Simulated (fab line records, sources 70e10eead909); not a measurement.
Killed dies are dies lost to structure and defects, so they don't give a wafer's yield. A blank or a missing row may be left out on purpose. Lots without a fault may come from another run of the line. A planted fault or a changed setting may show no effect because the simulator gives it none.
Chamber matching | flow nand_harc | NHARC_A_CONTACT_ETCH_88 on rie_diel-01: 4 sister chambers
The step etches the open film in CF4, target depth 39 nm, time 65 s. 8 wafers are shown with their chamber, then 9 later ones without.

WAFERS WITH THEIR CHAMBER
wafer  | chamber | drypump_motor_current_A (A) | rf_vpp_V (V)
L169.5 | 2       | 5.3                         | 150.2
L169.6 | 3       | 5.9                         | 151.8
L172.2 | 1       | 5.1                         | 150.7
L172.5 | 0       | 4.9                         | 151.5
L172.6 | 3       | 5.8                         | 150.3
L171.3 | 1       | 5.1                         | 150.3
L171.4 | 0       | 4.8                         | 150.0
L171.6 | 2       | 5.3                         | 150.3

WAFERS WITHOUT THEIR CHAMBER
wafer  | drypump_motor_current_A (A) | rf_vpp_V (V)
L177.3 | 5.9                         | 148.6
L177.4 | 5.1                         | 149.0
L177.5 | 5.3                         | 151.2
L187.1 | 4.9                         | 152.0
L187.2 | 5.4                         | 148.9
L187.4 | 5.9                         | 149.6
L188.2 | 5.3                         | 150.4
L188.3 | 4.8                         | 151.5
L188.4 | 5.9                         | 148.2

WHICH CHAMBER EACH WENT THROUGH
wafer  | from the rows above | in truth
L177.3 | 3                   | 3
L177.4 | 1                   | 1
L177.5 | 2                   | 2
L187.1 | 0                   | 0
L187.2 | 2                   | 2
L187.4 | 3                   | 3
L188.2 | 2                   | 2
L188.3 | 0                   | 0
L188.4 | 3                   | 3
Placed correctly: 9 of 9. Can't be placed from these rows: 0. Placed wrongly: 0.
How it was worked out, from the rows above alone: a wafer's distance from a chamber is the root of the sum, over the readings, of the square of ((its reading less the chamber's mean) divided by the reading's scatter). The wafer belongs to the nearest chamber; if the next one is less than 2 further off, it can't be placed. A chamber's mean is the mean of its shown wafers. The scatter: the root of (the sum of the squares of (reading less its chamber's mean) over the shown wafers, divided by (wafers less chambers)).
